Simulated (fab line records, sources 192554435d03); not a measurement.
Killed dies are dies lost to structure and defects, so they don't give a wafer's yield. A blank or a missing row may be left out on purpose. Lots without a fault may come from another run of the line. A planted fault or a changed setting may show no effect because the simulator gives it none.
Split-lot experiment | flow n5_finfet | 7 lots, 21 wafers read, on a route of 1938 steps

THE SPLIT
At N5_BEOL_M0_TRENCH_ETCH_107 (etches SiOC in C4F6/O2, target depth 32.8 nm, time 16.4 s), the setting target_depth_a was moved away from the recipe's 328 angstrom on 9 of the 21 wafers read, by -7.2% to +9.3%. The other wafers ran this setting at the recipe's value.

FROM THE SPLIT TO THE READING: what the file shows between them, 1 step
- N5_BEOL_M0_STRIP_142: strips in N2/H2, time 10 s

THE READING
trench_depth_nm, in nm, at N5_BEOL_M0_OCD_MEAS_108. Fault-free wafers of this fab line usually give 33.1 nm, standard deviation 0.66 nm.

wafer  | tool, chamber at the split | target_depth_a as run, angstrom | against the recipe | trench_depth_nm, nm | against lot-mates on the recipe
L083.2 | rie_diel-03, 3             | 311.7                           | -5.0%              | 32.0                | -1.8
L083.5 | rie_diel-03, 3             | 311.7                           | -5.0%              | 31.9                | -1.9
L083.6 | rie_diel-03, 2             | 328                             | recipe             | 33.8                | -
L084.2 | rie_diel-05, 3             | 328                             | recipe             | 34.2                | -
L084.4 | rie_diel-05, 3             | 355.5                           | +8.4%              | 37.1                | +2.9
L084.5 | rie_diel-05, 1             | 355.5                           | +8.4%              | 35.4                | +1.2
L086.1 | rie_diel-03, 2             | 328                             | recipe             | 33.6                | -
L086.4 | rie_diel-03, 1             | 328                             | recipe             | 33.9                | -
L086.6 | rie_diel-03, 2             | 328                             | recipe             | 33.4                | -
L089.1 | rie_diel-03, 1             | 328                             | recipe             | 33.8                | -
L089.4 | rie_diel-03, 2             | 328                             | recipe             | 33.4                | -
L089.5 | rie_diel-03, 1             | 328                             | recipe             | 33.8                | -
L091.1 | rie_diel-03, 2             | 342.6                           | +4.5%              | 34.4                | +1.3
L091.2 | rie_diel-03, 3,0           | 328                             | recipe             | 32.9                | -
L091.3 | rie_diel-03, 3,0           | 328                             | recipe             | 33.3                | -
L093.1 | rie_diel-06, 3             | 358.6                           | +9.3%              | 35.9                | +4.0
L093.4 | rie_diel-06, 2             | 328                             | recipe             | 31.9                | -
L093.6 | rie_diel-06, 3             | 358.6                           | +9.3%              | 35.7                | +3.8
L096.4 | rie_diel-06, 1             | 328                             | recipe             | 32.8                | -
L096.5 | rie_diel-06, 3,2           | 304.3                           | -7.2%              | 30.3                | -2.5
L096.6 | rie_diel-06, 3,2           | 304.3                           | -7.2%              | 30.0                | -2.8
Where a row lists several chambers, the file gives one row for several wafers and doesn't say which wafer went through which chamber.

THE FIT
A straight line over all 21 wafers: trench_depth_nm changes by +0.329 nm for each +1% of target_depth_a; r = +0.93; the points scatter about the line by 0.65 nm.
The same after taking each lot's own level away (the mean of its wafers on the recipe; 21 wafers): +0.349 nm for each +1%; r = +0.97; scatter 0.47 nm.
On that fit, the largest move of target_depth_a shifts the reading by 3.3 nm.
The lots' own levels span 31.90 to 34.20 nm, that is 3.5 times the standard deviation above.
So the lot-to-lot level changes the slope little: the two slopes agree.
Check: with one of the wafers moved furthest among these (+9.3%) left out of the fit, the line predicts +3 nm for it against its lot-mates. It came out at +4 nm against them.

OTHER SPLITS ON THESE WAFERS
These wafers also went through other splits before the reading. Each is held against what the fit with the lots' levels taken away leaves over:
other split on the same wafers           | wafers away from the commonest value | r with trench_depth_nm (lot level and that fit taken away)
N5_MOL_CONTACT_COAG_CVD_140 target_thk_a | 7                                    | +0.16

THE WHOLE CHAIN: every reading that the file lists as answering this split, in the file's order
step                       | what it does                                              | reading                                                                   | change (the file's fit)               | r (the file's)
N5_BEOL_M0_TRENCH_ETCH_107 | etches SiOC in C4F6/O2, target depth 32.8 nm, time 16.4 s | BEOL_M0.feature_depth_nm (the simulator's own value, which no gauge read) | +0.346 nm for each +1% of the setting | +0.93
N5_BEOL_M0_OCD_MEAS_108    |                                                           | trench_depth_nm                                                           | +0.347 nm for each +1% of the setting | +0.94

THE FILE'S OWN FIT
trench_depth_nm changes by +0.347 nm for each +1% of target_depth_a, r = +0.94.
